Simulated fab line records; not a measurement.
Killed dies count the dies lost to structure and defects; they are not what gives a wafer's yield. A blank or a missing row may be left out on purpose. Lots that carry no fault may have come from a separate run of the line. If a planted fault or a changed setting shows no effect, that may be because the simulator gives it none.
Matching of chambers | flow nand-harc | NHARC_P_M2_ETCH_35 on rie-diel-13: 4 sister chambers
The step etches the open film in N2/H2, target depth 40 nm, overetch 12 nm, time 43.94 s. 4 wafers are shown with their chamber, then 8 later ones without.

## EACH WAFER AND ITS CHAMBER
wafer  | chamber | showerhead-plenum-p-Torr (Torr)
L085.2 | 0       | 2.09
L090.3 | 1       | 2.02
L090.4 | 3       | 1.94
L094.2 | 2       | 2.19

## WAFERS MISSING THEIR CHAMBER
wafer  | showerhead-plenum-p-Torr (Torr)
L094.3 | 2.09
L094.5 | 2.09
L095.3 | 2.02
L095.4 | 2.20
L095.5 | 1.94
L097.2 | 1.94
L097.4 | 2.02
L097.6 | 1.94

## THE CHAMBER EACH PASSED THROUGH
wafer  | from the rows above | in truth
L094.3 | 0                   | 0
L094.5 | 0                   | 0
L095.3 | 1                   | 1
L095.4 | 2                   | 2
L095.5 | 3                   | 3
L097.2 | 3                   | 3
L097.4 | 1                   | 1
L097.6 | 3                   | 3
8 of 8 placed correctly. Not placeable from these rows: 0. Wrongly placed: 0.
How it was worked out, from the rows above alone: a wafer's distance from a chamber is the root of the sum, over the readings, of the square of ((its reading less the chamber's mean) divided by the reading's scatter). The wafer belongs to the nearest chamber; if the next one is less than 2 further off, it can't be placed. For every chamber, the mean is computed from those of its wafers that are shown. The scatter: with one shown wafer a chamber, the root of the mean of the squares of how far each hidden wafer lies from its nearest shown one.
